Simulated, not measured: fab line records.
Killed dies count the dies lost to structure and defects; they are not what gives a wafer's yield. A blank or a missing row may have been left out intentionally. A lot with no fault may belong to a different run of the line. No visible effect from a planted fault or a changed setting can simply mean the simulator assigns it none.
A lot that was struck, set against a sound lot / flow n5 finfet / 17 out of 1938 route steps
Sound: the wafers L632.2, L632.3, L632.5. Struck: wafer L649.1 (left out: L649.3, L649.5 of the same lot, which were not struck); the cause appears at the end.
At each step with rows: each side's tool, then ch and its chambers, then its first start. Under that, the readings that differ: sound wafers / struck wafers / difference of the means / sigmas: that difference in standard deviations of wafers without a fault.
alike: same words and numbers on both sides, and readings whose means sit less than 2 such deviations apart. not compared: any withheld reading, any reading some wafer has no value for, any bound like >300 that may hide the same value, and any number with overlapping values for which the record gives no deviation.
A row with sigmas, a row that says differs or no value, or rows on one side alone: a step with any of these is where the two part. Non-overlapping numbers with no deviation appear without sigmas and do not part them. Lack of a reading on every wafer of one side parts them only where that side has two or more wafers.

N5_BEOL_M5_ALD_86: deposits TaN, pulse time 2 s, purge time 3 s, co reactant purge time 2 s.
  sound on ald metal-02 ch 0,1, day 8 22:14; struck on ald metal-01 ch 2, day 13 20:41
  alike: heater power w
N5_BEOL_M5_SURFACE_TREAT_87:
  sound: pvd sputter-03 at day 8 22:35; struck: pvd sputter-02 at day 13 21:01
  not compared: throttle valve pct
then, 2 steps without rows for these wafers: N5_BEOL_M5_CVD_47 (deposits Co from CCTBA/H2, target thk 3 nm, time 216 s); N5_BEOL_M5_SPUTTER_48 (material Cu, target thk 15 nm, time 27.62 s).
N5_BEOL_M5_ANNEAL_49: time 1800 s.
  sound: pvd sputter-02 at day 8 23:17; struck: pvd sputter-02 at day 13 21:22
  alike: heater power w
then, 2 steps without rows for these wafers: N5_BEOL_M5_SPUTTER_81 (material Cu, target thk 15 nm, time 27.62 s); N5_BEOL_M5_ANNEAL_82 (time 1800 s).
N5_BEOL_M5_SPUTTER_83: material Cu, target thk 15 nm, time 27.62 s.
  sound: pvd sputter-02 at day 9 01:22; struck: pvd sputter-02 at day 13 23:28
  alike: throttle valve pct
then, 1 step without rows for these wafers: N5_BEOL_M5_ANNEAL_84 (time 1800 s).
N5_BEOL_M5_SPUTTER_88: material Cu, target thk 15 nm, time 27.62 s.
  sound: pvd sputter-02 at day 9 02:28; struck: pvd sputter-02 at day 14 00:33
  alike: throttle valve pct
then, 2 steps without rows for these wafers: N5_BEOL_M5_ANNEAL_89 (time 1800 s); N5_BEOL_M5_SPUTTER_90 (material Cu, target thk 4.5 nm, time 8.29 s).
N5_BEOL_M5_ECD_50: material Cu, target thk 300 nm.
  sound on ecd cu-02 ch 0,1, day 9 03:40; struck on ecd cu-02 ch 0, day 14 01:45
reading=model.Cu_of_BEOL_M5_ECD_50.thk nm (nm); sound=294.2 296 297.8; struck=176.6; difference=-119.4; sigmas=
then, 1 step without rows for these wafers: N5_BEOL_M5_ANNEAL_51 (time 90 s).
N5_BEOL_M5_CMP_52: polishes, stops on SiCOH lowk, t overpolish 6.9 s, target thk 62 nm.
  sound on cmp-02 ch 2,3, day 9 04:06; struck on cmp-02 ch 1, day 14 02:08
reading=time to endpoint s (s); sound=57.1 60.5 57.0; struck=38.3; difference=-19.9; sigmas=-8
  alike: motor current A
N5_BEOL_M5_THK_MEAS_53: measures by xrf.
  sound: film metro-02 at day 9 04:23; struck: film metro-02 at day 14 02:26
  alike: M5_THK
-- a jump in the record: the struck wafers' starts before and after are 4 days apart (it breaks off in module BEOL_M5 and resumes in module PASSIVATION, where the first step shown is number 1936 of the route) --
N5_PASSIVATION_PROBE_49:
  sound: prober-02 at day 13 01:45; struck: prober-01 at day 17 21:48
reading=sort_bin_6_memory (%); sound=2.2 2.1 2.3; struck=3.6; difference=+1.4; sigmas=+2
  alike: defect limited yield, killed_at_M0_to_M3, killed_at_M4_up, killed at contacts, killed at front end, killed at other, killed dies, killed open, killed short, sort_bin_5_function, sort n pass, sort yield pct

## WHERE THEY PART
At N5_BEOL_M5_CMP_52 first; at N5_PASSIVATION_PROBE_49 last (within this record only).

WHY: what the simulator had put in
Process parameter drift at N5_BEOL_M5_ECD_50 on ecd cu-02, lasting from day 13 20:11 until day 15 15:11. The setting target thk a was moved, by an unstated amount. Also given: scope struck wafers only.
